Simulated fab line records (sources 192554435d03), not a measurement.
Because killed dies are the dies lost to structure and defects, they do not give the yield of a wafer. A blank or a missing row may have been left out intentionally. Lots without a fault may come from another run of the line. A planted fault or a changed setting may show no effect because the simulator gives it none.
fab line records	flow n5Finfet
[record] lots = 24	wafers = 72	lastDay = 20
route steps=1938 shown BEOL_M12@1648 BEOL_M13@1696 BEOL_M14@1726
lots untouched by any fault: they come from a run of this same line in which no faults occurred
startH: start of the lot's first displayed wafer, in hours after the record's first day	waitH: time in hours since the lot's previous step	" unchanged from the row above	L1.1+2: a row that stands for several wafers	- either no value or no given start	* or withheld: withheld	< > ~ a bound
route shown NAME@n: a module of which the file shows steps, and the number in the route of the first	usual: mean/standard deviation of fault-free wafers	same: alike in all rows	chamber/n: place in a boat	sites: readings site by site	_std_site: their standard deviation	_edge_site: the outer-site mean with the inner-site mean subtracted	radiusMm: how far each site lies from the wafer's centre	mask NAME#n: copy n	behind: the most recent tool/chamber to have shaped the wafer	hold: cause of the lot's hold/its duration in hours/its outcome	device: the transistor (n, p or np) that didn't switch	end of line: the tests these same wafers got at the end of their route	a step given without rows: its recipe and nothing more	killed: dies lost to structure and defects at the first sort, not the wafer's yield	map: a wafer's dies, marking killed ones x, the rest . and places with no die _
set.NAME: the setting as run; set.NAME@STEP: as run at that earlier step	model.NAME: the simulator's own value behind a step, which no gauge read
the route's steps for a sample of lots (tables are steps, rows are wafers)
services: when a tool's chamber went out of use (startH, in hours from the record's first day, below 0 if earlier), for how many hours, and the reason
[[steps]]
[step N5_BEOL_M12_SPUTTER_43]
[recipe] material = TaN	targetThkA = 150	tempC = 50	biasV = 168.6	powerW = 15000	chamberPressurePa = 0.12	timeS = 24.19
[usual] throttleValvePct = 30.3/1.4
[same] timeS = 24.19
lot.wafer	tool	chamber	startH	waitH	throttleValvePct
L075.1	pvdSputter-02	-	270.63	0.0	29.3
L075.5	"	-	"	"	32.7
L075.6	"	-	"	"	29.4
L074.2	pvdSputter-02	-	274.23	0.0	29.2
L074.3	"	-	"	"	29.2
L074.5	"	-	"	"	29.1
L077.4	pvdSputter-03	-	297.36	0.0	31.3
L077.5	"	-	"	"	30.8
L077.6	"	-	"	"	29.8
L078.1	pvdSputter-01	-	297.50	0.0	32.4
L078.2	"	-	"	"	29.5
L078.6	"	-	"	"	30.0
L079.3	pvdSputter-01	-	298.30	0.0	30.0
L079.5	"	-	"	"	32.9
L079.6	"	-	"	"	29.6
L076.2	pvdSputter-03	-	303.27	0.0	31.1
L076.3	"	-	"	"	29.7
L076.5	"	-	"	"	30.0
L082.2	pvdSputter-03	-	303.67	0.0	29.3
L082.4	"	-	"	"	31.1
L082.5	"	-	"	"	32.3
L081.2	pvdSputter-02	-	303.72	0.0	29.1
L081.5	"	-	"	"	32.5
L081.6	"	-	"	"	29.2
L080.3	pvdSputter-02	-	312.02	0.0	29.5
L080.4	"	-	"	"	29.3
L080.6	"	-	"	"	29.1
L083.2	pvdSputter-01	-	328.96	0.0	32.8
L083.5	"	-	"	"	29.4
L083.6	"	-	"	"	32.9
L084.1	pvdSputter-02	-	333.75	0.0	29.1
L084.3	"	-	"	"	29.1
L084.4	"	-	"	"	32.6
L085.1	pvdSputter-03	-	351.66	0.0	32.2
L085.2	"	-	"	"	30.7
L085.5	"	-	"	"	29.3
L086.2	pvdSputter-02	-	356.70	0.0	29.4
L086.4	"	-	"	"	29.2
L086.6	"	-	"	"	29.2
L087.2	pvdSputter-03	-	358.89	0.0	31.1
L087.5	"	-	"	"	29.4
L087.6	"	-	"	"	29.9
L088.1	pvdSputter-02	-	380.44	0.0	29.2
L088.2	"	-	"	"	29.3
L088.4	"	-	"	"	29.4
L089.1	pvdSputter-03	-	388.08	0.0	29.7
L089.2	"	-	"	"	31.1
L089.6	"	-	"	"	29.4
L094.2	pvdSputter-01	-	403.42	0.0	29.5
L094.3	"	-	"	"	32.7
L094.5	"	-	"	"	30.2
L090.2	pvdSputter-03	-	411.34	0.0	30.2
L090.4	"	-	"	"	32.3
L090.6	"	-	"	"	30.7
L091.2	pvdSputter-03	-	417.26	0.0	31.1
L091.4	"	-	"	"	29.4
L091.6	"	-	"	"	32.5
L093.1	pvdSputter-01	-	417.81	0.0	29.4
L093.2	"	-	"	"	32.8
L093.5	"	-	"	"	30.1
L092.3	pvdSputter-02	-	420.24	0.0	29.1
L092.4	"	-	"	"	32.7
L092.5	"	-	"	"	29.2
L095.1	pvdSputter-01	-	420.72	0.0	28.6
L095.4	"	-	"	"	29.8
L095.5	"	-	"	"	28.1
L097.1	pvdSputter-02	-	425.65	0.0	29.4
L097.4	"	-	"	"	29.4
L097.6	"	-	"	"	29.4
L096.1	pvdSputter-03	-	440.19	0.0	29.8
L096.4	"	-	"	"	30.9
L096.6	"	-	"	"	32.2
[step N5_BEOL_M13_TRENCH_ETCH_34]
[recipe] chemistry = C4F8/O2/Ar	target = SiOC	targetDepthA = 4134.7	maskMaterial = SOC	pressureMtorr = 30	sourceW = 3000	biasW = 700	Ar_flow_sccm = 400	C4F8_flow_sccm = 15	O2_flow_sccm = 8	heInnerTorr = 15	heOuterTorr = 30	timeS = 162.6	ionEnergyEv = 250
[usual] drypumpMotorCurrentA = 5.3/0.44	heInnerTorr = 15.003/0.03	heOuterTorr = 30.00/0.061	oesProductAu = 0.77/0.083	rfVppV = 668.0/2	showerheadPlenumPTorr = 3.51/0.066	throttleValvePct = 24.18/0.22
[same] timeS = 162.6
lot.wafer	tool	chamber	startH	waitH	drypumpMotorCurrentA	heInnerTorr	heOuterTorr	oesProductAu	rfHoursCounterH	rfVppV	showerheadPlenumPTorr	throttleValvePct
L075.1	rieDiel-02	3	273.86	0.0	5.5	15.073	29.98	0.79	103	672.1	3.57	23.94
L075.5	"	2	"	"	4.8	14.966	30.03	0.80	-	670.5	3.58	24.73
L075.6	"	3	"	"	5.5	15.017	29.99	0.79	-	669.6	3.57	23.96
L074.2	rieDiel-02	0	277.59	0.0	5.1	15.016	30.05	0.67	226	668.7	3.50	24.31
L074.3	"	1	"	"	5.1	15.032	30.12	0.73	179	669.8	3.55	24.03
L074.5	"	2	"	"	4.8	15.019	29.96	0.81	-	670.8	3.58	24.72
L077.4	rieDiel-01	2	300.80	0.0	5.0	15.006	30.09	0.73	186	664.1	3.39	24.32
L077.5	"	2	"	"	4.9	15.000	30.04	0.73	-	664.4	3.39	24.31
L077.6	"	1	"	"	5.8	14.953	29.94	0.94	-	667.4	3.50	24.21
L078.1	rieDiel-02	3	300.94	0.0	5.5	15.010	30.06	0.79	112	669.0	3.57	23.99
L078.2	"	1	"	"	5.0	15.038	30.00	0.72	186	668.3	3.55	24.02
L078.6	"	0	"	"	5.0	15.027	30.05	0.67	-	667.7	3.50	24.31
L079.3	rieDiel-02	3	301.87	0.0	5.5	15.014	30.09	0.79	112	670.6	3.57	23.97
L079.5	"	3	"	"	5.5	15.032	29.98	0.79	-	669.9	3.57	23.95
L079.6	"	0	"	"	5.0	14.965	30.07	0.66	-	668.1	3.50	24.31
L076.2	rieDiel-01	3	306.95	0.0	4.6	14.994	29.83	0.72	207	668.2	3.52	24.07
L076.3	"	1	"	"	5.8	14.974	29.93	0.93	9	667.7	3.50	24.23
L076.5	"	0	"	"	5.5	15.021	29.92	0.73	-	670.4	3.53	23.97
L082.2	rieDiel-02	0	307.62	0.0	5.1	15.017	30.03	0.66	236	667.7	3.50	24.33
L082.4	"	1	"	"	5.1	14.990	29.98	0.73	-	668.3	3.54	24.03
L082.5	"	0	"	"	5.0	14.993	30.05	0.66	-	669.0	3.50	24.32
L081.2	rieDiel-02	0	308.28	0.0	5.1	14.987	30.06	0.66	236	666.8	3.50	24.31
L081.5	"	3	"	"	5.5	15.017	30.01	0.78	-	670.1	3.57	23.97
L081.6	"	0	"	"	5.0	14.998	30.06	0.66	-	668.1	3.50	24.33
L080.3	rieDiel-04	0	315.37	0.0	6.1	15.020	29.99	0.90	33	667.1	3.47	24.21
L080.4	"	1	"	"	6.1	14.999	30.07	0.91	17	672.4	3.63	23.98
L080.6	"	0	"	"	6.1	15.039	30.09	0.90	-	668.6	3.47	24.20
L083.2	rieDiel-01	3	333.49	0.0	4.7	14.962	29.93	0.70	215	668.3	3.52	24.07
L083.5	"	0	"	"	5.5	15.012	29.95	0.72	-	670.6	3.52	23.99
L083.6	"	3	"	"	4.7	14.993	29.97	0.71	-	668.6	3.52	24.06
L084.1	rieDiel-01	1	338.80	0.0	5.8	15.021	30.03	0.90	20	667.6	3.49	24.22
L084.3	"	0	"	"	5.5	14.974	30.00	0.72	192	669.4	3.52	24.00
L084.4	"	3	"	"	4.7	15.013	30.05	0.70	217	667.5	3.52	24.06
L085.1	rieDiel-02	0	355.57	0.0	5.0	14.992	30.00	0.66	250	668.0	3.49	24.33
L085.2	"	1	"	"	5.1	14.969	30.04	0.72	203	667.1	3.54	24.06
L085.5	"	1	"	"	5.1	15.001	29.98	0.71	-	668.8	3.54	24.05
L086.2	rieDiel-02	1	361.58	0.0	5.1	14.974	30.04	0.71	205	667.2	3.54	24.06
L086.4	"	3	"	"	5.5	14.978	30.07	0.77	-	670.3	3.56	24.02
L086.6	"	2	"	"	4.8	15.011	30.01	0.79	-	668.8	3.57	24.75
L087.2	rieDiel-02	3	364.86	0.0	5.5	15.001	29.89	0.77	129	669.8	3.56	23.99
L087.5	"	1	"	"	5.1	14.989	29.97	0.71	-	668.2	3.54	24.05
L087.6	"	3	"	"	5.5	15.003	29.95	0.77	-	670.3	3.56	23.99
L088.1	rieDiel-01	2	383.72	0.0	5.0	15.059	30.07	0.71	213	665.0	3.38	24.36
L088.2	"	1	"	"	5.8	14.986	29.91	0.88	35	665.5	3.48	24.24
L088.4	"	3	"	"	4.6	14.972	30.01	0.69	222	666.6	3.52	24.09
L089.1	rieDiel-04	2	391.38	0.0	5.5	15.020	29.98	0.98	0	664.4	3.36	24.05
L089.2	"	3	"	"	5.7	14.965	30.05	0.71	203	665.6	3.39	24.10
L089.6	"	0	"	"	6.1	14.979	29.94	0.87	-	667.5	3.46	24.23
L094.2	rieDiel-02	0	406.51	0.0	5.0	14.993	30.08	0.93	8	667.0	3.49	24.01
L094.3	"	1	"	"	5.1	15.049	29.90	0.70	220	669.4	3.53	24.08
L094.5	"	3	"	"	5.5	14.944	30.06	0.75	-	668.8	3.55	24.00
L090.2	rieDiel-01	2	416.59	0.0	5.0	15.043	29.98	0.70	221	664.9	3.37	24.36
L090.4	"	1	"	"	5.7	14.996	29.91	0.86	43	667.0	3.48	24.27
L090.6	"	3	"	"	4.7	15.020	30.04	0.69	-	667.3	3.51	24.11
L091.2	rieDiel-04	0	420.89	0.0	6.1	14.932	29.98	0.85	64	666.3	3.46	24.24
L091.4	"	3	"	"	5.6	15.036	29.97	0.70	212	664.5	3.38	24.10
L091.6	"	0	"	"	6.1	14.967	29.99	0.85	-	667.0	3.46	24.25
L093.1	rieDiel-04	0	421.67	0.0	6.1	14.999	30.05	0.86	64	666.4	3.46	24.25
L093.2	"	3	"	"	5.6	14.987	29.93	0.71	212	664.9	3.38	24.12
L093.5	"	0	"	"	6.1	15.017	30.04	0.85	-	666.7	3.46	24.27
L092.3	rieDiel-02	0	423.70	0.0	5.0	15.027	30.00	0.92	13	668.1	3.48	24.05
L092.4	"	2	"	"	4.8	14.979	29.95	0.76	138	669.8	3.56	24.76
L092.5	"	2	"	"	4.8	15.042	29.99	0.76	-	668.8	3.56	24.78
L095.1	rieDiel-02	2	424.28	0.0	4.8	15.008	29.95	0.77	139	669.3	3.56	24.78
L095.4	"	3	"	"	5.5	15.002	29.97	0.76	148	668.8	3.55	24.01
L095.5	"	0	"	"	5.1	14.964	30.09	0.93	-	666.8	3.48	24.02
L097.1	rieDiel-01	0	428.87	0.0	5.5	15.015	29.99	0.70	219	668.2	3.51	24.02
L097.4	"	2	"	"	4.9	15.012	29.94	0.69	225	665.3	3.37	24.38
L097.6	"	2	"	"	5.0	14.995	30.00	0.70	-	665.5	3.37	24.37
L096.1	rieDiel-04	3	443.61	0.0	5.7	14.992	30.00	0.70	219	664.6	3.38	24.12
L096.4	"	0	"	"	6.1	15.017	29.94	0.85	71	668.9	3.45	24.24
L096.6	"	0	"	"	6.1	14.999	29.94	0.85	-	668.4	3.45	24.25
[step N5_BEOL_M13_SPUTTER_45]
[recipe] material = Cu	targetThkA = 800	tempC = -20	biasV = 60	powerW = 26000	chamberPressurePa = 0.13	timeS = 13.33
[usual] chuckGasFlowSccm = 1.27/0.059	throttleValvePct = 30.3/1.3
[same] timeS = 13.33
lot.wafer	tool	chamber	startH	waitH	chuckGasFlowSccm	throttleValvePct
L075.1	pvdSputter-02	-	275.79	0.0	1.29	29.3
L075.5	"	-	"	"	1.23	32.5
L075.6	"	-	"	"	1.27	29.5
L074.2	pvdSputter-02	-	278.71	0.0	1.26	29.4
L074.3	"	-	"	"	1.32	29.1
L074.5	"	-	"	"	1.31	29.2
L077.4	pvdSputter-02	-	303.26	0.0	1.21	29.0
L077.5	"	-	"	"	1.22	32.5
L077.6	"	-	"	"	1.23	29.5
L078.1	pvdSputter-01	-	303.42	0.0	1.24	29.4
L078.2	"	-	"	"	1.29	28.4
L078.6	"	-	"	"	1.26	29.3
L079.3	pvdSputter-03	-	306.85	0.0	1.23	31.2
L079.5	"	-	"	"	1.29	30.8
L079.6	"	-	"	"	1.23	29.9
L076.2	pvdSputter-01	-	308.68	0.0	1.29	29.4
L076.3	"	-	"	"	1.32	32.8
L076.5	"	-	"	"	1.31	29.6
L082.2	pvdSputter-02	-	309.18	0.0	1.31	32.5
L082.4	"	-	"	"	1.16	29.2
L082.5	"	-	"	"	1.31	32.5
L081.2	pvdSputter-02	-	309.78	0.0	1.25	29.2
L081.5	"	-	"	"	1.20	29.3
L081.6	"	-	"	"	1.30	29.4
L080.3	pvdSputter-01	-	317.24	0.0	1.20	29.5
L080.4	"	-	"	"	1.23	28.4
L080.6	"	-	"	"	1.24	29.3
L083.2	pvdSputter-03	-	334.23	0.0	1.32	29.3
L083.5	"	-	"	"	1.23	32.5
L083.6	"	-	"	"	1.32	30.0
L084.1	pvdSputter-02	-	341.38	0.0	1.20	29.2
L084.3	"	-	"	"	1.20	29.4
L084.4	"	-	"	"	1.25	32.4
L085.1	pvdSputter-02	-	357.72	0.0	1.35	29.3
L085.2	"	-	"	"	1.22	29.4
L085.5	"	-	"	"	1.21	29.5
L086.2	pvdSputter-02	-	363.72	0.0	1.34	29.4
L086.4	"	-	"	"	1.26	29.4
L086.6	"	-	"	"	1.25	29.3
L087.2	pvdSputter-03	-	366.92	0.0	1.19	29.3
L087.5	"	-	"	"	1.33	29.5
L087.6	"	-	"	"	1.19	29.7
L088.1	pvdSputter-03	-	388.98	0.0	1.40	31.0
L088.2	"	-	"	"	1.11	29.8
L088.4	"	-	"	"	1.30	29.1
L089.1	pvdSputter-03	-	392.35	0.0	1.22	32.4
L089.2	"	-	"	"	1.18	29.5
L089.6	"	-	"	"	1.31	29.3
L094.2	pvdSputter-03	-	411.14	0.0	1.13	32.5
L094.3	"	-	"	"	1.34	31.0
L094.5	"	-	"	"	1.22	29.8
L090.2	pvdSputter-02	-	417.54	0.0	1.33	29.5
L090.4	"	-	"	"	1.38	29.2
L090.6	"	-	"	"	1.33	32.5
L091.2	pvdSputter-03	-	426.57	0.0	1.29	32.4
L091.4	"	-	"	"	1.29	29.4
L091.6	"	-	"	"	1.23	29.2
L093.1	pvdSputter-02	-	426.59	0.0	1.17	32.5
L093.2	"	-	"	"	1.21	29.5
L093.5	"	-	"	"	1.36	29.4
L092.3	pvdSputter-03	-	426.93	0.0	1.21	29.9
L092.4	"	-	"	"	1.32	30.9
L092.5	"	-	"	"	1.32	29.8
L095.1	pvdSputter-02	-	434.76	0.0	1.33	29.0
L095.4	"	-	"	"	1.30	29.5
L095.5	"	-	"	"	1.30	29.3
L097.1	pvdSputter-03	-	434.99	0.0	1.21	32.4
L097.4	"	-	"	"	1.31	30.8
L097.6	"	-	"	"	1.26	29.4
L096.1	pvdSputter-03	-	449.35	0.0	1.24	30.9
L096.4	"	-	"	"	1.26	29.9
L096.6	"	-	"	"	1.27	29.7
[step N5_BEOL_M14_CD_MEAS_10]
[recipe] targetCdNm = 250	landingEnergyEv = 500	detector = seInlens	polarity = opening
[usual] cdNm = 249.9/1.1
lot.wafer	tool	chamber	startH	waitH	cdNm
L075.1	cdSem-02	0	277.47	-	247.9
L075.5	"	0	"	"	249.5
L075.6	"	0	"	"	249.7
L074.2	cdSem-02	0	280.27	-	250.2
L074.3	"	0	"	"	249.3
L074.5	"	0	"	"	249.1
L077.4	cdSem-01	0	305.22	-	248.8
L077.5	"	0	"	"	247.5
L077.6	"	0	"	"	248.4
L078.1	cdSem-01	0	305.54	-	249.9
L078.2	"	0	"	"	249.4
L078.6	"	0	"	"	251.3
L079.3	cdSem-01	0	308.41	-	249.6
L079.5	"	0	"	"	250.2
L079.6	"	0	"	"	249.7
L076.2	cdSem-02	0	310.91	-	249.4
L076.3	"	0	"	"	249.6
L076.5	"	0	"	"	248.6
L082.2	cdSem-02	0	310.95	-	249.7
L082.4	"	0	"	"	249.4
L082.5	"	0	"	"	248.6
L081.2	cdSem-01	0	311.49	-	250.3
L081.5	"	0	"	"	251.1
L081.6	"	0	"	"	250.0
L080.3	cdSem-02	0	319.30	-	250.2
L080.4	"	0	"	"	251.0
L080.6	"	0	"	"	251.4
L083.2	cdSem-01	0	337.44	-	252.2
L083.5	"	0	"	"	251.5
L083.6	"	0	"	"	250.6
L084.1	cdSem-02	0	343.29	-	250.5
L084.3	"	0	"	"	250.7
L084.4	"	0	"	"	249.4
L085.1	cdSem-02	0	360.70	-	249.9
L085.2	"	0	"	"	249.0
L085.5	"	0	"	"	250.0
L086.2	cdSem-01	0	366.04	-	250.3
L086.4	"	0	"	"	249.7
L086.6	"	0	"	"	250.0
L087.2	cdSem-02	0	369.25	-	249.3
L087.5	"	0	"	"	249.6
L087.6	"	0	"	"	248.3
L088.1	cdSem-03	0	390.66	-	249.4
L088.2	"	0	"	"	248.9
L088.4	"	0	"	"	248.6
L089.1	cdSem-02	0	393.91	-	247.4
L089.2	"	0	"	"	250.2
L089.6	"	0	"	"	250.3
L094.2	cdSem-03	0	413.81	-	250.0
L094.3	"	0	"	"	252.4
L094.5	"	0	"	"	252.2
L090.2	cdSem-01	0	419.38	-	248.7
L090.4	"	0	"	"	249.7
L090.6	"	0	"	"	249.6
L091.2	cdSem-01	0	428.15	-	251.7
L091.4	"	0	"	"	252.1
L091.6	"	0	"	"	251.1
L093.1	cdSem-02	0	428.24	-	250.5
L093.2	"	0	"	"	252.3
L093.5	"	0	"	"	251.8
L092.3	cdSem-01	0	428.52	-	250.0
L092.4	"	0	"	"	249.1
L092.5	"	0	"	"	250.4
L097.1	cdSem-01	0	438.35	-	248.3
L097.4	"	0	"	"	249.7
L097.6	"	0	"	"	249.6
L095.1	cdSem-02	0	438.51	-	249.8
L095.4	"	0	"	"	249.5
L095.5	"	0	"	"	250.0
L096.1	cdSem-01	0	451.00	-	249.3
L096.4	"	0	"	"	250.4
L096.6	"	0	"	"	250.9
[step N5_BEOL_M14_CD_MEAS_17]
[recipe] targetCdNm = 250	polarity = opening
[usual] cdNm = 250.5/1.3
lot.wafer	tool	chamber	startH	waitH	cdNm
L075.1	cdSem-03	-	278.01	0.0	249.7
L075.5	"	-	"	"	249.7
L075.6	"	-	"	"	250.5
L074.2	cdSem-01	-	281.02	0.0	251.1
L074.3	"	-	"	"	248.6
L074.5	"	-	"	"	249.2
L077.4	cdSem-01	-	305.93	0.0	249.5
L077.5	"	-	"	"	247.9
L077.6	"	-	"	"	248.5
L078.1	cdSem-03	-	306.07	0.0	251.3
L078.2	"	-	"	"	250.7
L078.6	"	-	"	"	251.1
L079.3	cdSem-01	-	309.15	0.0	249.7
L079.5	"	-	"	"	250.2
L079.6	"	-	"	"	249.2
L076.2	cdSem-03	-	311.44	0.0	248.5
L076.3	"	-	"	"	250.6
L076.5	"	-	"	"	250.2
L082.2	cdSem-02	-	311.48	0.0	248.9
L082.4	"	-	"	"	249.0
L082.5	"	-	"	"	249.3
L081.2	cdSem-01	-	312.30	0.0	251.4
L081.5	"	-	"	"	251.3
L081.6	"	-	"	"	249.5
L080.3	cdSem-03	-	319.82	0.0	251.3
L080.4	"	-	"	"	251.1
L080.6	"	-	"	"	251.5
L083.2	cdSem-01	-	338.22	0.0	251.3
L083.5	"	-	"	"	250.9
L083.6	"	-	"	"	251.0
L084.1	cdSem-02	-	344.12	0.0	252.5
L084.3	"	-	"	"	251.7
L084.4	"	-	"	"	251.2
L085.1	cdSem-03	-	361.22	0.0	251.0
L085.2	"	-	"	"	249.5
L085.5	"	-	"	"	252.1
L086.2	cdSem-01	-	366.67	0.0	251.9
L086.4	"	-	"	"	250.9
L086.6	"	-	"	"	250.9
L087.2	cdSem-03	-	369.77	0.0	249.4
L087.5	"	-	"	"	248.5
L087.6	"	-	"	"	249.0
L088.1	cdSem-03	-	391.19	0.0	248.5
L088.2	"	-	"	"	248.4
L088.4	"	-	"	"	249.3
L089.1	cdSem-01	-	394.43	0.0	247.2
L089.2	"	-	"	"	249.4
L089.6	"	-	"	"	250.1
L094.2	cdSem-03	-	414.62	0.0	250.4
L094.3	"	-	"	"	252.8
L094.5	"	-	"	"	251.6
L090.2	cdSem-02	-	420.16	0.0	249.8
L090.4	"	-	"	"	250.8
L090.6	"	-	"	"	251.2
L091.2	cdSem-01	-	428.77	0.0	252.7
L091.4	"	-	"	"	252.3
L091.6	"	-	"	"	252.3
L093.1	cdSem-01	-	428.88	0.0	250.7
L093.2	"	-	"	"	252.2
L093.5	"	-	"	"	251.1
L092.3	cdSem-02	-	429.19	0.0	250.8
L092.4	"	-	"	"	249.2
L092.5	"	-	"	"	251.9
L097.1	cdSem-01	-	438.88	0.0	249.0
L097.4	"	-	"	"	248.9
L097.6	"	-	"	"	250.3
L095.1	cdSem-03	-	439.38	0.0	250.6
L095.4	"	-	"	"	250.9
L095.5	"	-	"	"	251.3
L096.1	cdSem-01	-	451.82	0.0	250.3
L096.4	"	-	"	"	252.3
L096.6	"	-	"	"	252.1
[step N5_BEOL_M14_ETCH_68]
[recipe] chemistry = N2/H2	target = SOC	maskMaterial = SiARC	sourceW = 3000	biasW = 350	tempC = 40	timeS = 450	ionEnergyEv = 200	pressureMtorr = 30	n2FlowSccm = 200	h2FlowSccm = 200
[usual] drypumpMotorCurrentA = 5.55/0.23	oesProductAu = 0.78/0.092	rfVppV = 523.5/2.5	showerheadPlenumPTorr = 2.53/0.077	throttleValvePct = 17.72/0.24
[same] timeS = 450
lot.wafer	tool	chamber	startH	waitH	drypumpMotorCurrentA	oesProductAu	rfHoursCounterH	rfVppV	showerheadPlenumPTorr	throttleValvePct
L075.1	rieDiel-05	2	278.61	0.1	5.92	0.70	232	522.5	2.51	17.64
L075.5	"	2	"	"	5.95	0.69	-	522.6	2.51	17.65
L075.6	"	3	"	"	5.61	0.85	-	524.9	2.58	17.65
L074.2	rieDiel-05	3	281.85	0.1	5.59	0.86	67	525.5	2.58	17.63
L074.3	"	1	"	"	5.57	0.89	32	524.9	2.59	17.75
L074.5	"	1	"	"	5.54	0.90	-	526.0	2.59	17.75
L077.4	rieDiel-05	1	306.77	0.1	5.58	0.88	-	526.5	2.59	17.76
L077.5	"	2	"	"	5.92	0.69	-	521.6	2.50	17.67
L077.6	"	3	"	"	5.59	0.84	-	526.6	2.57	17.64
L078.1	rieDiel-03	1	306.83	0.1	5.46	0.83	79	524.5	2.56	17.43
L078.2	"	3	"	"	5.27	0.81	87	524.3	2.56	17.99
L078.6	"	1	"	"	5.45	0.83	-	525.0	2.56	17.42
L079.3	rieDiel-05	1	309.75	0.1	5.57	0.87	42	527.2	2.59	17.74
L079.5	"	3	"	"	5.62	0.84	-	525.1	2.57	17.65
L079.6	"	2	"	"	5.94	0.69	-	521.5	2.50	17.68
L076.2	rieDiel-05	1	312.10	0.1	5.52	0.87	43	525.1	2.59	17.77
L076.3	"	3	"	"	5.61	0.85	78	525.2	2.57	17.66
L076.5	"	1	"	"	5.54	0.88	-	525.4	2.59	17.78
L082.2	rieDiel-06	0	312.30	0.1	5.56	0.71	233	520.4	2.39	17.99
L082.4	"	1	"	"	5.87	0.75	-	525.1	2.55	17.52
L082.5	"	0	"	"	5.54	0.70	-	519.8	2.40	18.01
L081.2	rieDiel-06	0	313.55	0.1	5.56	0.71	234	520.1	2.39	18.00
L081.5	"	0	"	"	5.54	0.70	-	518.1	2.39	17.99
L081.6	"	1	"	"	5.87	0.75	-	525.9	2.55	17.51
L080.3	rieDiel-03	2	320.54	0.1	5.63	0.71	194	517.3	2.32	17.85
L080.4	"	2	"	"	5.62	0.71	-	515.6	2.32	17.84
L080.6	"	1	"	"	5.44	0.82	-	524.5	2.56	17.46
L083.2	rieDiel-03	3	338.97	0.1	5.29	0.79	103	525.0	2.56	18.01
L083.5	"	0	"	"	5.43	0.69	-	523.5	2.52	17.78
L083.6	"	3	"	"	5.29	0.80	-	524.1	2.56	18.01
L084.1	rieDiel-06	3	344.84	0.1	5.33	0.74	184	522.0	2.53	18.04
L084.3	"	0	"	"	5.53	0.69	246	518.9	2.39	18.03
L084.4	"	2	"	"	5.28	0.69	241	521.9	2.50	17.64
L085.1	rieDiel-06	1	361.82	0.1	5.90	0.74	154	523.6	2.54	17.54
L085.2	"	3	"	"	5.33	0.74	189	523.6	2.53	18.03
L085.5	"	1	"	"	5.89	0.73	-	524.3	2.54	17.55
L086.2	rieDiel-05	2	367.39	0.1	5.91	1.00	0	524.4	2.50	17.23
L086.4	"	1	"	"	5.59	0.85	64	526.3	2.58	17.81
L086.6	"	1	"	"	5.58	0.85	-	525.3	2.58	17.82
L087.2	rieDiel-06	2	370.56	0.1	5.27	0.68	251	523.8	2.50	17.68
L087.5	"	3	"	"	5.32	0.73	-	522.3	2.53	18.04
L087.6	"	1	"	"	5.84	0.73	-	523.6	2.54	17.54
L088.1	rieDiel-06	0	392.53	0.1	5.56	0.96	6	527.2	2.70	17.59
L088.2	"	1	"	"	5.90	0.72	167	525.0	2.53	17.57
L088.4	"	3	"	"	5.36	0.73	203	524.9	2.53	18.06
L089.1	rieDiel-03	2	395.03	0.1	5.59	0.70	219	516.3	2.31	17.88
L089.2	"	0	"	"	5.45	0.69	226	523.0	2.52	17.80
L089.6	"	0	"	"	5.44	0.69	-	522.4	2.52	17.81
L094.2	rieDiel-06	3	415.23	0.1	5.32	0.72	210	522.9	2.52	18.08
L094.3	"	0	"	"	5.56	0.93	15	528.4	2.70	17.61
L094.5	"	3	"	"	5.35	0.71	-	523.9	2.52	18.09
L090.2	rieDiel-05	2	421.63	0.1	5.92	0.91	20	521.9	2.49	17.27
L090.4	"	0	"	"	5.12	0.68	247	526.4	2.60	18.18
L090.6	"	3	"	"	5.61	0.79	-	525.1	2.55	17.70
L091.2	rieDiel-05	0	429.38	0.1	5.12	0.69	248	526.3	2.60	18.19
L091.4	"	3	"	"	5.61	0.79	124	523.4	2.55	17.73
L091.6	"	3	"	"	5.60	0.79	-	524.0	2.55	17.75
L093.1	rieDiel-06	0	429.48	0.1	5.54	0.91	21	528.7	2.70	17.63
L093.2	"	3	"	"	5.34	0.72	216	522.6	2.52	18.07
L093.5	"	3	"	"	5.32	0.71	-	524.2	2.52	18.10
L092.3	rieDiel-03	1	429.88	0.1	5.47	0.79	119	522.4	2.54	17.52
L092.4	"	0	"	"	5.46	0.68	239	522.1	2.51	17.81
L092.5	"	0	"	"	5.45	0.68	-	520.8	2.51	17.81
L097.1	rieDiel-06	2	439.65	0.1	5.26	0.94	20	522.3	2.49	17.28
L097.4	"	1	"	"	5.86	0.70	186	524.7	2.53	17.59
L097.6	"	0	"	"	5.51	0.91	-	528.3	2.70	17.64
L095.1	rieDiel-06	1	440.27	0.1	5.87	0.71	187	522.3	2.53	17.61
L095.4	"	0	"	"	5.54	0.91	25	528.7	2.69	17.64
L095.5	"	1	"	"	5.88	0.71	-	523.6	2.53	17.59
L096.1	rieDiel-03	0	452.54	0.1	5.46	0.68	245	523.8	2.51	17.83
L096.4	"	2	"	"	5.61	0.68	238	517.9	2.30	17.93
L096.6	"	0	"	"	5.45	0.67	-	523.8	2.51	17.84
[[services]]
tool	chamber	startH	hours	kind
rieDiel-02	-	249.18	0.2	repair
rieDiel-06	2	285.04	20.5	repair
rieDiel-03	1	290.99	9.8	repair
rieDiel-01	1	291.76	3.0	repair
rieDiel-02	2	294.86	20.4	repair
rieDiel-05	0	297.70	19.9	repair
rieDiel-06	0	300.01	1.3	repair
rieDiel-06	3	303.75	16.3	repair
rieDiel-06	2	311.68	4.3	repair
rieDiel-06	-	315.30	0.9	repair
rieDiel-05	1	340.08	4.4	repair
rieDiel-05	2	342.03	3.2	repair
rieDiel-01	3	342.61	28.4	repair
rieDiel-01	-	343.93	0.2	repair
rieDiel-02	3	351.99	7.2	repair
rieDiel-03	1	369.64	16.3	repair
rieDiel-05	1	387.25	21.5	repair
rieDiel-06	3	398.74	2.8	repair
rieDiel-04	2	404.85	1.6	repair
rieDiel-02	2	407.57	1.4	repair
rieDiel-01	-	413.97	2.1	repair
rieDiel-03	3	417.16	6.7	repair
rieDiel-04	-	436.28	2.6	repair
pvdSputter-02	-	446.64	2.0	repair
[[key]]
fault none
